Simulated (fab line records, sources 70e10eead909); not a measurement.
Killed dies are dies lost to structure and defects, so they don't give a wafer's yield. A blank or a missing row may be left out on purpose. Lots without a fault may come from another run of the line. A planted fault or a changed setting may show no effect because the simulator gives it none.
Problem report in the 8D (eight disciplines) form, filled by code | flow nand_harc | the parts of the form that need people (team, actions taken, sign-off) are left out

1. THE PROBLEM
heater_power_total_W at NHARC_A_CHANNEL_HOLE_D2_SOFTBAKE_05 reads a mean of 222.59 W on 6 wafers of 2 lots; wafers without a fault read 188.46 W with a standard deviation of 0.13. That is +99 or more standard deviations from the usual mean.
The step: time 55 s.
First seen on wafer L757.3, day 19 13:00, on litho_track-04. The record holds 42 wafers of 14 lots with a number at this step. Rule for "out", or "out of limits": more than 4 standard deviations from the usual mean. The other wafers with a number count as sound.

2. WHAT IT IS AND WHAT IT IS NOT
question                    | is                     | is not
which readings at this step | heater_power_total_W   | -
which lots                  | L757, L758             | L742, L744, L745, L746, L747, L749, L750, L751, L752, L761, L763, L765
which wafers of those lots  | all that have a number | -
read on which tools         | litho_track-04         | litho_track-01, litho_track-06
when                        | from day 19 13:00      | up to then (27 sound wafers); but 9 sound wafers of L761, L763, L765 came after

3. SUSPECTS, AND WHAT RULES EACH OUT
Counting: a tool at a process step up to the reading stays a suspect if it ran every lot that is out and no sound lot after the first of them.
- litho_track-04 at NHARC_A_CHANNEL_HOLE_D2_SOFTBAKE_05 (time 55 s): ruled out as a lasting fault. Sound lots L765 ran on it after its first lot that is out, L757 (day 19 13:00).
Left after counting: nothing in the record.

4. THE CAUSE (what the simulator had put in)
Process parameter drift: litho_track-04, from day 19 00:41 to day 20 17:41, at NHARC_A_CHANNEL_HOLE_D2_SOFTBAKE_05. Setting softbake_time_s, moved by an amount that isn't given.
Counting ruled it out, wrongly.

5. THE CHAIN OF EFFECTS, in route order
Each row: a reading whose mean over the struck wafers that have a number lies more than 3 standard deviations from the usual. Only readings for which the record gives a usual standard deviation are gone through. hours: the time from each lot's start at the first step in this table that gives one to its start at this step, as a median over the lots. sigmas: the change in usual standard deviations.
hours | step                                | reading              | usual    | on struck wafers | change | sigmas
0     | NHARC_A_CHANNEL_HOLE_D2_SOFTBAKE_05 | heater_power_total_W | 188.46 W | 222.59           | +34.13 | +99 or more
The process steps in it:
- NHARC_A_CHANNEL_HOLE_D2_SOFTBAKE_05: time 55 s.
Later measuring or inspecting steps at which every struck wafer that the step has a row for has a number for every such reading, and none has moved that far: NHARC_A_CHANNEL_HOLE_D2_INSPECT_12.

6. WHAT WOULD HAVE CAUGHT IT SOONER
In this record the first reading out of limits was taken at day 19 13:00, 12 hours after the fault began at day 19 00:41.
